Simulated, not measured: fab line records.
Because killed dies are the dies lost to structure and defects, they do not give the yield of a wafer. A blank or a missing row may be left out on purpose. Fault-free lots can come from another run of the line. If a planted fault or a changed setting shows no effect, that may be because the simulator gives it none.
fab line records + flow n5Finfet
[record]
- lots = 9
- wafers = 27
- lastDay = 18
route steps=1938 shown DUMMY_GATE@250 SPACER0@259 SD_EPI_N@267 BEOL_M4@1111 PASSIVATION@1936
lots that met no fault: taken from a fault-free run of the same line
startH: the number of hours between the record's first day and the start of the first shown wafer of the lot + waitH: hours from the lot's prior step to this one + " the same as in the row above + L1.1+2: a row that stands for several wafers + - value missing, or start not given + * or withheld: withheld + < > ~ a bound
route shown NAME@n: names a module that has steps shown in the file, with the first one's number in the route + usual: mean/standard deviation taken from wafers without a fault + same: alike in all rows + chamber/n: place in a boat + sites: the reading at each site + _std_site: the values' standard deviation + _edge_site: the outer-site mean with the inner-site mean subtracted + radiusMm: for every site, how far away it sits from the centre of the wafer + mask NAME#n: copy n + behind: the last tool/chamber to shape the wafer + hold: why the lot was held/for how many hours/how that ended + device: transistor that didn't switch, given as n, p or np + end of line: tests of these same wafers at the route's end + a step without rows: its recipe alone + killed: dies lost to structure and defects at the first sort, not the wafer's yield + map: the dies of a wafer, with x for killed, . for not killed, _ for no die there
set.NAME: the setting as run; set.NAME@STEP: as run at that earlier step + model.NAME: the simulator's own value behind a step, which no gauge read
route steps across a sampled set of lots; one table per step, one row per wafer
services: when a tool's chamber went out of use (startH, in hours from the record's first day, below 0 if earlier), for how many hours, and the reason
[[steps]]
[step N5_DUMMY_GATE_ETCH_42]
[recipe]
- chemistry = CHF3/O2
- target = SiO2
- targetDepthA = 35
- timeS = 31
- ionEnergyEv = 30
- biasW = 12
- pressureMtorr = 30
- sourceW = 600
- Ar_flow_sccm = 200
- CHF3_flow_sccm = 50
- O2_flow_sccm = 5
[usual]
- O2_flow_sccm = 4.999/0.014
- drypumpMotorCurrentA = 5.7/0.54
- oesProductAu = 0.77/0.073
- rfVppV = 42.5/0.96
- showerheadPlenumPTorr = 2.43/0.1
- throttleValvePct = 18.81/0.27
| lot.wafer | tool       | chamber | startH | waitH | O2_flow_sccm | drypumpMotorCurrentA | oesProductAu | rfHoursCounterH | rfVppV | showerheadPlenumPTorr | throttleValvePct |
|-----------|------------|---------|--------|-------|--------------|----------------------|--------------|-----------------|--------|-----------------------|------------------|
| L597.1    | rieDiel-02 | 3       | 65.29  | 0.0   | 4.981        | 5.5                  | 0.78         | 113             | 43.2   | 2.52                  | 18.92            |
| L597.4    | "          | 1       | "      | "     | 4.997        | 5.6                  | 0.71         | 220             | 42.3   | 2.27                  | 19.15            |
| L597.6    | "          | 2       | "      | "     | 4.976        | 5.0                  | 0.68         | -               | 43.4   | 2.30                  | 18.89            |
| L602.1    | rieDiel-05 | 1       | 97.56  | 0.1   | 5.012        | 5.7                  | 0.91         | 21              | 42.2   | 2.44                  | 18.66            |
| L602.2    | "          | 3       | "      | "     | 4.993        | 5.6                  | 0.76         | 139             | 43.0   | 2.52                  | 18.56            |
| L602.6    | "          | 2       | "      | "     | 5.007        | 5.0                  | 0.75         | -               | 42.2   | 2.51                  | 19.23            |
| L603.1    | rieDiel-06 | 3       | 105.57 | 0.0   | 4.971        | 6.5                  | 0.75         | 135             | 42.3   | 2.50                  | 18.54            |
| L603.2    | "          | 2       | "      | "     | 5.001        | 5.9                  | 0.69         | 220             | 42.3   | 2.37                  | 19.01            |
| L603.4    | "          | 1       | "      | "     | 4.998        | 6.6                  | 0.92         | 15              | 42.8   | 2.55                  | 18.35            |
| L604.1    | rieDiel-06 | 2       | 109.34 | 0.0   | 5.017        | 5.9                  | 0.68         | 221             | 43.9   | 2.37                  | 19.00            |
| L604.3    | "          | 3       | "      | "     | 4.979        | 6.5                  | 0.75         | 136             | 43.7   | 2.50                  | 18.54            |
| L604.6    | "          | 1       | "      | "     | 4.992        | 6.6                  | 0.91         | -               | 43.1   | 2.55                  | 18.36            |
| L607.2    | rieDiel-06 | 2       | 128.07 | 0.0   | 4.989        | 5.9                  | 0.68         | 227             | 41.3   | 2.37                  | 18.99            |
| L607.4    | "          | 0       | "      | "     | 5.000        | 5.1                  | 0.76         | 138             | 42.8   | 2.31                  | 18.76            |
| L607.6    | "          | 0       | "      | "     | 5.013        | 5.1                  | 0.76         | -               | 42.6   | 2.31                  | 18.78            |
| L609.1    | rieDiel-06 | 3       | 136.18 | 0.0   | 4.999        | 6.5                  | 0.74         | 146             | 43.0   | 2.50                  | 18.56            |
| L609.5    | "          | 3       | "      | "     | 5.003        | 6.5                  | 0.74         | -               | 43.5   | 2.50                  | 18.56            |
| L609.6    | "          | 0       | "      | "     | 5.017        | 5.1                  | 0.75         | -               | 43.3   | 2.31                  | 18.79            |
| L613.2    | rieDiel-05 | 3       | 159.65 | 0.0   | 4.984        | 5.6                  | 0.73         | 159             | 45.0   | 2.51                  | 18.61            |
| L613.4    | "          | 1       | "      | "     | 4.989        | 5.7                  | 0.87         | 42              | 41.9   | 2.44                  | 18.69            |
| L613.6    | "          | 0       | "      | "     | 5.032        | 6.1                  | 0.73         | -               | 43.5   | 2.28                  | 18.95            |
| L615.1    | rieDiel-06 | 2       | 172.57 | 0.0   | 4.984        | 5.9                  | 0.67         | 240             | 42.0   | 2.36                  | 19.03            |
| L615.3    | "          | 3       | "      | "     | 5.009        | 6.5                  | 0.74         | 156             | 43.1   | 2.49                  | 18.57            |
| L615.4    | "          | 1       | "      | "     | 4.987        | 6.6                  | 0.87         | 35              | 41.5   | 2.54                  | 18.39            |
| L617.1    | rieDiel-06 | 2       | 184.70 | 0.0   | 4.998        | 5.9                  | 0.68         | 243             | 41.5   | 2.36                  | 19.02            |
| L617.4    | "          | 2       | "      | "     | 4.985        | 5.9                  | 0.68         | -               | 42.7   | 2.36                  | 19.02            |
| L617.5    | "          | 1       | "      | "     | 5.013        | 6.6                  | 0.87         | -               | 43.4   | 2.54                  | 18.39            |
[step N5_SPACER0_ALD_00]
[recipe]
- material = SiOCN
- targetThkA = 35
- tempC = 400
- aldPrecursorFamily = alkyl-aminosilane
- aldCoReactant = O2/N2-plasma
- pulseTimeS = 3
- purgeTimeS = 2
- coReactantPurgeTimeS = 2
- aldCycles = 58
- pressureTorr = 2
[usual]
- heaterPowerOuterW = 496/26
- heaterPowerW = 820/66
- precursorPulseHeightRel = 1.000/0.018
| lot.wafer | tool      | chamber | startH | waitH | heaterPowerOuterW | heaterPowerW | precursorPulseHeightRel | sinceWetCleanH |
|-----------|-----------|---------|--------|-------|-------------------|--------------|-------------------------|----------------|
| L597.1    | aldSin-02 | 3       | 65.80  | 0.1   | 516               | 866          | 0.989                   | 255            |
| L597.4    | "         | 1       | "      | "     | 497               | 789          | 0.983                   | -              |
| L597.6    | "         | 0       | "      | "     | 494               | 801          | 1.000                   | -              |
| L602.1    | aldSin-04 | 0       | 99.40  | 0.1   | 444               | 706          | 1.016                   | 0              |
| L602.2    | "         | 3       | "      | "     | 502               | 820          | 1.015                   | 0              |
| L602.6    | "         | 0       | "      | "     | 441               | 686          | 0.994                   | -              |
| L603.1    | aldSin-02 | 0       | 106.32 | 0.1   | 492               | 764          | 0.977                   | 296            |
| L603.2    | "         | 1       | "      | "     | 489               | 782          | 0.995                   | 296            |
| L603.4    | "         | 2       | "      | "     | 537               | 878          | 1.024                   | 296            |
| L604.1    | aldSin-03 | 0       | 109.76 | 0.1   | 530               | 949          | 0.992                   | 102            |
| L604.3    | "         | 3       | "      | "     | 466               | 776          | 1.006                   | 102            |
| L604.6    | "         | 2       | "      | "     | 493               | 755          | 1.008                   | -              |
| L607.2    | aldSin-03 | 1       | 128.81 | 0.1   | 497               | 851          | 1.006                   | 121            |
| L607.4    | "         | 2       | "      | "     | 487               | 756          | 0.987                   | 121            |
| L607.6    | "         | 0       | "      | "     | 529               | 921          | 1.000                   | -              |
| L609.1    | aldSin-03 | 1       | 136.61 | 0.1   | 495               | 833          | 1.015                   | 129            |
| L609.5    | "         | 3       | "      | "     | 466               | 785          | 1.005                   | -              |
| L609.6    | "         | 2       | "      | "     | 501               | 748          | 0.987                   | -              |
| L613.2    | aldSin-03 | 2       | 160.48 | 0.1   | 487               | 768          | 1.000                   | 152            |
| L613.4    | "         | 3       | "      | "     | 470               | 781          | 1.002                   | 152            |
| L613.6    | "         | 2       | "      | "     | 482               | 745          | 1.009                   | -              |
| L615.1    | aldSin-04 | 1       | 173.08 | 0.1   | 511               | 838          | 0.998                   | 74             |
| L615.3    | "         | 0       | "      | "     | 444               | 663          | 1.008                   | 74             |
| L615.4    | "         | 3       | "      | "     | 497               | 799          | 1.015                   | -              |
| L617.1    | aldSin-04 | 0       | 185.14 | 0.1   | 439               | 684          | 0.994                   | 86             |
| L617.4    | "         | 1       | "      | "     | 502               | 833          | 1.002                   | 86             |
| L617.5    | "         | 0       | "      | "     | 446               | 705          | 0.984                   | -              |
[step N5_SD_EPI_N_EXPOSE_06]
[recipe]
- maskId = SD_N_BLK
- na = 1.35
- sourceShape = conventional
- sigmaOuter = 0.8
- polarization = unpolarized
- targetCdNm = 120
- doseMj = 39.75
[usual]
- exposureDoseMJCm2 = 39.81/0.2
- focusOffsetNm = 0.0/0.53
- reticleTempC = 22.99/0.096
- stageVelMmS = 499.96/0.26
| lot.wafer | tool           | chamber | startH | waitH | mask       | exposureDoseMJCm2 | focusOffsetNm | reticleTempC | stageVelMmS |
|-----------|----------------|---------|--------|-------|------------|-------------------|---------------|--------------|-------------|
| L597.1    | arfiScanner-02 | 0       | 66.49  | -     | SD_N_BLK#0 | 39.73             | 0.5           | 22.82        | 500.03      |
| L597.4    | "              | 0       | "      | "     | SD_N_BLK#0 | 39.70             | 0.7           | 23.04        | 499.82      |
| L597.6    | "              | 0       | "      | "     | SD_N_BLK#0 | 39.71             | 0.0           | 22.84        | 499.99      |
| L602.1    | arfiScanner-01 | 0       | 100.09 | -     | SD_N_BLK#0 | 39.79             | -0.4          | 23.29        | 499.81      |
| L602.2    | "              | 0       | "      | "     | SD_N_BLK#0 | 39.75             | -0.7          | 23.08        | 499.61      |
| L602.6    | "              | 0       | "      | "     | SD_N_BLK#0 | 39.75             | 0.6           | 22.89        | 499.49      |
| L603.1    | arfiScanner-02 | 0       | 107.02 | -     | SD_N_BLK#0 | 39.81             | -0.5          | 23.02        | 500.11      |
| L603.2    | "              | 0       | "      | "     | SD_N_BLK#0 | 39.75             | -0.5          | 22.91        | 499.93      |
| L603.4    | "              | 0       | "      | "     | SD_N_BLK#0 | 39.77             | -0.3          | 22.87        | 499.73      |
| L604.1    | arfiScanner-02 | 0       | 110.34 | -     | SD_N_BLK#0 | 39.73             | -0.6          | 23.12        | 499.74      |
| L604.3    | "              | 0       | "      | "     | SD_N_BLK#0 | 39.68             | 0.1           | 23.16        | 499.63      |
| L604.6    | "              | 0       | "      | "     | SD_N_BLK#0 | 39.69             | -0.1          | 22.93        | 499.74      |
| L607.2    | arfiScanner-03 | 0       | 129.51 | -     | SD_N_BLK#0 | 40.02             | 0.7           | 23.15        | 500.15      |
| L607.4    | "              | 0       | "      | "     | SD_N_BLK#0 | 40.09             | 0.2           | 23.00        | 499.75      |
| L607.6    | "              | 0       | "      | "     | SD_N_BLK#0 | 40.15             | 0.6           | 23.03        | 499.93      |
| L609.1    | arfiScanner-02 | 0       | 137.30 | -     | SD_N_BLK#0 | 38.65             | -0.2          | 22.91        | 500.21      |
| L609.5    | "              | 0       | "      | "     | SD_N_BLK#0 | 38.72             | -0.2          | 22.85        | 499.85      |
| L609.6    | "              | 0       | "      | "     | SD_N_BLK#0 | 38.66             | 0.5           | 22.93        | 499.69      |
| L613.2    | arfiScanner-02 | 0       | 161.17 | -     | SD_N_BLK#0 | 38.81             | 0.4           | 23.05        | 500.00      |
| L613.4    | "              | 0       | "      | "     | SD_N_BLK#0 | 38.80             | -0.1          | 23.02        | 499.74      |
| L613.6    | "              | 0       | "      | "     | SD_N_BLK#0 | 38.83             | 0.8           | 23.12        | 499.55      |
| L615.1    | arfiScanner-03 | 0       | 173.78 | -     | SD_N_BLK#0 | 40.08             | -0.6          | 22.77        | 500.23      |
| L615.3    | "              | 0       | "      | "     | SD_N_BLK#0 | 40.14             | 0.2           | 23.06        | 499.98      |
| L615.4    | "              | 0       | "      | "     | SD_N_BLK#0 | 40.13             | 0.0           | 22.87        | 499.97      |
| L617.1    | arfiScanner-01 | 0       | 185.83 | -     | SD_N_BLK#0 | 40.43             | -0.2          | 23.01        | 500.63      |
| L617.4    | "              | 0       | "      | "     | SD_N_BLK#0 | 40.39             | -0.4          | 23.18        | 500.16      |
| L617.5    | "              | 0       | "      | "     | SD_N_BLK#0 | 40.46             | -0.2          | 23.09        | 500.12      |
[step N5_SD_EPI_N_INSPECT_11]
[recipe]
- mode = adi
- inspectInstrument = macro
[usual]
- rawDefectCount = 1.8/1.3
| lot.wafer | tool             | chamber | startH | waitH | rawDefectCount |
|-----------|------------------|---------|--------|-------|----------------|
| L597.1    | defectInspect-01 | -       | 66.67  | 0.0   | 3              |
| L597.4    | "                | -       | "      | "     | 2              |
| L597.6    | "                | -       | "      | "     | 3              |
| L602.1    | defectInspect-01 | -       | 100.27 | 0.0   | 1              |
| L602.2    | "                | -       | "      | "     | 2              |
| L602.6    | "                | -       | "      | "     | 0              |
| L603.1    | defectInspect-01 | -       | 107.20 | 0.0   | 2              |
| L603.2    | "                | -       | "      | "     | 1              |
| L603.4    | "                | -       | "      | "     | 2              |
| L604.1    | defectInspect-02 | -       | 110.52 | 0.0   | 1              |
| L604.3    | "                | -       | "      | "     | 1              |
| L604.6    | "                | -       | "      | "     | 2              |
| L607.2    | defectInspect-02 | -       | 129.68 | 0.0   | 2              |
| L607.4    | "                | -       | "      | "     | 3              |
| L607.6    | "                | -       | "      | "     | 0              |
| L609.1    | defectInspect-01 | -       | 137.48 | 0.0   | 1              |
| L609.5    | "                | -       | "      | "     | 2              |
| L609.6    | "                | -       | "      | "     | 6              |
| L613.2    | defectInspect-01 | -       | 161.35 | 0.0   | 0              |
| L613.4    | "                | -       | "      | "     | 2              |
| L613.6    | "                | -       | "      | "     | 2              |
| L615.1    | defectInspect-02 | -       | 173.96 | 0.0   | 1              |
| L615.3    | "                | -       | "      | "     | 1              |
| L615.4    | "                | -       | "      | "     | 2              |
| L617.1    | defectInspect-02 | -       | 186.00 | 0.0   | 1              |
| L617.4    | "                | -       | "      | "     | 2              |
| L617.5    | "                | -       | "      | "     | 1              |
[step N5_BEOL_M4_RC_MEAS_101]
[usual]
- DIBL_N = 36.2/1.7
- DIBL_P = 36.2/2.2
- IOFF_N = 0.16/0.035
- IOFF_P = 0.21/0.042
- ION_N = 673/13
- ION_P = 462/7.9
- SS_N = 71.4/0.59
- SS_P = 73.2/0.7
- VT_N = 250/3.6
- VT_P = -251/3.5
| lot.wafer | tool      | chamber | startH | waitH | DIBL_N[mV/V] | DIBL_P[mV/V] | IOFF_N[nA/um] | IOFF_P[nA/um] | ION_N[uA/um] | ION_P[uA/um] | SS_N[mV/dec] | SS_P[mV/dec] | VT_N[mV] | VT_P[mV] |
|-----------|-----------|---------|--------|-------|--------------|--------------|---------------|---------------|--------------|--------------|--------------|--------------|----------|----------|
| L597.1    | prober-02 | 0       | 175.22 | 0.0   | 36.6         | 37.7         | 0.20          | 0.26          | 688          | 468          | 72.1         | 73.4         | 243      | -246     |
| L597.4    | "         | 0       | "      | "     | 39.1         | 41.7         | 0.27          | 0.34          | 713          | 482          | 71.7         | 74.9         | 240      | -244     |
| L597.6    | "         | 0       | "      | "     | 39.0         | 41.1         | 0.27          | 0.34          | 696          | 476          | 72.7         | 74.9         | 240      | -243     |
| L602.1    | prober-01 | 0       | 218.85 | 0.0   | 35.0         | 34.7         | 0.13          | 0.21          | 654          | 466          | 71.3         | 72.4         | 254      | -251     |
| L602.2    | "         | 0       | "      | "     | 37.7         | 37.1         | 0.17          | 0.25          | 668          | 464          | 71.3         | 73.0         | 250      | -247     |
| L602.6    | "         | 0       | "      | "     | 35.9         | 35.6         | 0.14          | 0.24          | 655          | 464          | 70.4         | 72.9         | 252      | -247     |
| L603.1    | prober-01 | 0       | 233.47 | 0.0   | 38.1         | 38.7         | 0.19          | 0.24          | 695          | 468          | 72.1         | 73.9         | 248      | -246     |
| L603.2    | "         | 0       | "      | "     | 37.1         | 37.4         | 0.17          | 0.22          | 678          | 464          | 72.0         | 73.7         | 250      | -250     |
| L603.4    | "         | 0       | "      | "     | 38.6         | 39.1         | 0.19          | 0.25          | 681          | 466          | 72.6         | 74.6         | 245      | -246     |
| L604.1    | prober-01 | 0       | 237.61 | 0.0   | 36.3         | 36.0         | 0.15          | 0.20          | 673          | 459          | 71.0         | 73.7         | 253      | -253     |
| L604.3    | "         | 0       | "      | "     | 38.6         | 38.3         | 0.20          | 0.24          | 670          | 456          | 71.4         | 74.2         | 248      | -251     |
| L604.6    | "         | 0       | "      | "     | 37.6         | 36.5         | 0.17          | 0.21          | 671          | 462          | 72.3         | 73.1         | 248      | -250     |
| L607.2    | prober-02 | 0       | 247.97 | 0.2   | 36.2         | 34.2         | 0.14          | 0.17          | 679          | 460          | 72.2         | 73.1         | 252      | -255     |
| L607.4    | "         | 0       | "      | "     | 35.7         | 34.5         | 0.13          | 0.17          | 680          | 461          | 70.5         | 73.2         | 254      | -256     |
| L607.6    | "         | 0       | "      | "     | 37.3         | 35.9         | 0.15          | 0.19          | 674          | 461          | 71.6         | 72.7         | 253      | -251     |
| L609.1    | prober-02 | 0       | 250.91 | 0.0   | 36.0         | 36.3         | 0.17          | 0.21          | 684          | 466          | 71.8         | 73.6         | 251      | -251     |
| L609.5    | "         | 0       | "      | "     | 33.5         | 33.6         | 0.12          | 0.18          | 668          | 463          | 70.9         | 72.8         | 255      | -253     |
| L609.6    | "         | 0       | "      | "     | 37.8         | 38.1         | 0.20          | 0.26          | 684          | 464          | 71.9         | 74.1         | 247      | -247     |
| L613.2    | prober-01 | 0       | 287.95 | 0.2   | 35.2         | 34.0         | 0.13          | 0.18          | 668          | 460          | 71.4         | 72.7         | 250      | -253     |
| L613.4    | "         | 0       | "      | "     | 37.4         | 36.2         | 0.18          | 0.22          | 685          | 467          | 71.3         | 72.8         | 245      | -251     |
| L613.6    | "         | 0       | "      | "     | 36.4         | 34.2         | 0.15          | 0.19          | 661          | 455          | 70.8         | 73.1         | 249      | -252     |
| L615.1    | prober-01 | 0       | 302.20 | 0.0   | 37.8         | 37.2         | 0.16          | 0.25          | 669          | 459          | 71.8         | 73.6         | 247      | -247     |
| L615.3    | "         | 0       | "      | "     | 36.2         | 34.0         | 0.12          | 0.19          | 673          | 462          | 71.5         | 72.6         | 255      | -251     |
| L615.4    | "         | 0       | "      | "     | 37.1         | 34.9         | 0.15          | 0.21          | 675          | 470          | 70.9         | 72.3         | 249      | -249     |
| L617.1    | prober-01 | 0       | 305.78 | 0.0   | 34.9         | 36.8         | 0.15          | 0.17          | 665          | 450          | 70.6         | 73.9         | 252      | -257     |
| L617.4    | "         | 0       | "      | "     | 35.1         | 35.5         | 0.14          | 0.16          | 672          | 451          | 71.4         | 73.2         | 252      | -259     |
| L617.5    | "         | 0       | "      | "     | 34.1         | 35.1         | 0.13          | 0.16          | 666          | 454          | 71.0         | 73.1         | 255      | -258     |
[step N5_PASSIVATION_PROBE_49]
[usual]
- defectLimitedYield = 91.4/1.4
- killed_at_M0_to_M3 = 31/10
- killed_at_M4_up = 14/5.6
- killedAtContacts = 13/6.3
- killedAtFrontEnd = 39/10
- killedAtOther = 4/3.1
- killedDies = 101/16
- killedOpen = 65/13
- killedShort = 34/7.2
- sort_bin_5_function = 5.1/0.88
- sort_bin_6_memory = 3.2/0.66
- sortNPass = 1079/16
- sortYieldPct = 91.4/1.4
[same]
- grossDies = 1180
- killedAtBackSide = 0
- sort_bin_4_leakage[%] = 0
- sort_bin_8_speed[%] = 0
| lot.wafer | tool      | chamber | startH | waitH | defectLimitedYield[%] | killed_at_M0_to_M3 | killed_at_M4_up | killedAtContacts | killedAtFrontEnd | killedAtOther | killedDies | killedOpen | killedShort | sort_bin_5_function[%] | sort_bin_6_memory[%] | sortNPass | sortYieldPct[%] |
|-----------|-----------|---------|--------|-------|-----------------------|--------------------|-----------------|------------------|------------------|---------------|------------|------------|-------------|------------------------|----------------------|-----------|-----------------|
| L602.1    | prober-02 | -       | 325.07 | 0.0   | 91.8                  | 43                 | 8               | 7                | 38               | 1             | 97         | 57         | 40          | 5.0                    | 3.0                  | 1083      | 91.8            |
| L602.2    | prober-02 | -       | 325.12 | 0.1   | 90.7                  | 37                 | 13              | 8                | 50               | 2             | 110        | 64         | 45          | 5.0                    | 3.3                  | 1070      | 90.7            |
| L602.6    | prober-02 | -       | 325.32 | 0.3   | 91.4                  | 22                 | 11              | 7                | 48               | 13            | 101        | 55         | 44          | 5.3                    | 2.6                  | 1079      | 91.4            |
// killed by level:class
L602.1 GATE_CUT:geometricParticle:short=12 BEOL_M2:geometricParticle:open=10 BEOL_M4:geometricParticle:open=6 GATE_CUT:geometricParticle:open=6 BEOL_M3:geometricParticle:open=6 BEOL_M0_SAQP:geometricParticle:short=5 BEOL_M0_SAQP:geometricParticle:open=5 BEOL_M0:geometricParticle:short=4
L602.2 BEOL_M2:geometricParticle:open=13 STI_FIN_REVEAL:geometricParticle:open=10 GATE_CUT:geometricParticle:short=10 BEOL_M0_SAQP:geometricParticle:open=7 FIN_SAQP:geometricParticle:short=5 FIN_SAQP:geometricParticle:open=5 BEOL_M0_SAQP:geometricParticle:short=5 MOL_CONTACT_COAG:geometricParticle:open=5
L602.6 FIN_SAQP:geometricParticle:short=9 BEOL_M0_SAQP:geometricParticle:short=9 MOL_CONTACT_COAG:geometricParticle:open=7 FIN_SAQP:geometricParticle:open=6 GATE_CUT:geometricParticle:short=6 BEOL_M0_SAQP:geometricParticle:open=6 STI_FIN_REVEAL:geometricParticle:open=5 PASS1_DEP:geometricParticle:open=5
[[services]]
| tool           | chamber | startH | hours | kind   |
|----------------|---------|--------|-------|--------|
| arfiScanner-01 | -       | 45.43  | 1.3   | pm     |
| aldSin-02      | -       | 48.88  | 6.1   | pm     |
| arfiScanner-01 | -       | 55.12  | 1.0   | pm     |
| aldSin-02      | 2       | 60.07  | 19.6  | repair |
| arfiScanner-01 | -       | 69.87  | 0.8   | pm     |
| arfiScanner-03 | -       | 70.02  | 3.9   | pm     |
| aldSin-02      | 1       | 70.63  | 4.4   | repair |
| aldSin-03      | 0       | 72.19  | 9.3   | repair |
| arfiScanner-02 | -       | 72.56  | 1.0   | pm     |
| rieDiel-05     | 1       | 72.84  | 5.6   | repair |
| aldSin-02      | -       | 79.26  | 2.8   | pm     |
| aldSin-04      | -       | 85.25  | 14.0  | pm     |
| arfiScanner-01 | -       | 85.96  | 3.1   | pm     |
| aldSin-02      | -       | 88.47  | 8.4   | repair |
| arfiScanner-02 | -       | 101.97 | 1.0   | pm     |
| arfiScanner-02 | -       | 110.83 | 3.9   | pm     |
| rieDiel-05     | 1       | 115.02 | 3.4   | repair |
| arfiScanner-03 | -       | 134.00 | 1.3   | pm     |
| arfiScanner-01 | -       | 135.12 | 1.0   | repair |
| arfiScanner-02 | -       | 151.65 | 1.3   | pm     |
| aldSin-04      | 2       | 153.16 | 4.9   | repair |
| rieDiel-05     | 0       | 160.21 | 8.9   | repair |
| aldSin-04      | 2       | 164.78 | 9.2   | repair |
| arfiScanner-02 | -       | 168.91 | 5.1   | repair |
[[key]]
[firstSign]
- step = N5_SD_EPI_N_EXPOSE_06
- reading = exposureDoseMJCm2
- direction = down
- sigmas = 5.2
- usual = 39.81
- struck = 38.75
effect none on later readings
metAt N5_SD_EPI_N_EXPOSE_06
struckLots L609,L613
[loopTrim]
- step = N5_SD_EPI_N_EXPOSE_06
- setting = dose
- lots = L613
notActingAt N5_DUMMY_GATE_ETCH_42,N5_SPACER0_ALD_00,N5_SD_EPI_N_INSPECT_11
onsetBetween 110.34 137.30
[fault]
- kind = processParameterDrift
- tool = arfiScanner-02
- chamber = -
- onsetH = 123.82
- steps = N5_SD_EPI_N_EXPOSE_06
- channel = doseMj
- offset = -1.0279
- shape = step
- actsIn = theseRecipesOnly
- stated = 39.75
// loopTrim: a control loop set the setting to another value than it would have without faults
